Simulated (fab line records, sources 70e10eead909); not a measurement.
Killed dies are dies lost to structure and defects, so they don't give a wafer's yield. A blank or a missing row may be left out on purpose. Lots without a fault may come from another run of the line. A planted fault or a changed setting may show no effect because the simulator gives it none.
Chamber matching | flow nand_harc | NHARC_A_STAIRCASE_TRIM_20 on rie_diel-13: 4 sister chambers
The step chemistry O2, time 211.2 s. 4 wafers are shown with their chamber, then 12 later ones without.

WAFERS WITH THEIR CHAMBER
wafer  | chamber | drypump_motor_current_A (A)
L091.4 | 0       | 6.4
L091.5 | 1       | 5.3
L091.1 | 3       | 5.8
L091.6 | 2       | 6.0

WAFERS WITHOUT THEIR CHAMBER
wafer  | drypump_motor_current_A (A)
L092.1 | 6.0
L092.2 | 5.3
L092.3 | 5.8
L092.4 | 6.4
L092.5 | 6.1
L092.6 | 5.8
L093.1 | 6.0
L093.2 | 6.4
L093.6 | 6.0
L094.1 | 5.9
L094.2 | 6.4
L094.6 | 5.8

WHICH CHAMBER EACH WENT THROUGH
wafer  | from the rows above     | in truth
L092.1 | 2                       | 2
L092.2 | 1                       | 1
L092.3 | 3                       | 3
L092.4 | 0                       | 0
L092.5 | 2                       | 2
L092.6 | 3                       | 3
L093.1 | 2                       | 2
L093.2 | 0                       | 0
L093.6 | 2                       | 2
L094.1 | can't be placed: 2 or 3 | 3
L094.2 | 0                       | 0
L094.6 | 3                       | 3
Placed correctly: 11 of 12. Can't be placed from these rows: 1 (the true chamber is among the candidates in 1). Placed wrongly: 0.
How it was worked out, from the rows above alone: a wafer's distance from a chamber is the root of the sum, over the readings, of the square of ((its reading less the chamber's mean) divided by the reading's scatter). The wafer belongs to the nearest chamber; if the next one is less than 2 further off, it can't be placed. A chamber's mean is the mean of its shown wafers. The scatter: with one shown wafer a chamber, the root of the mean of the squares of how far each hidden wafer lies from its nearest shown one.
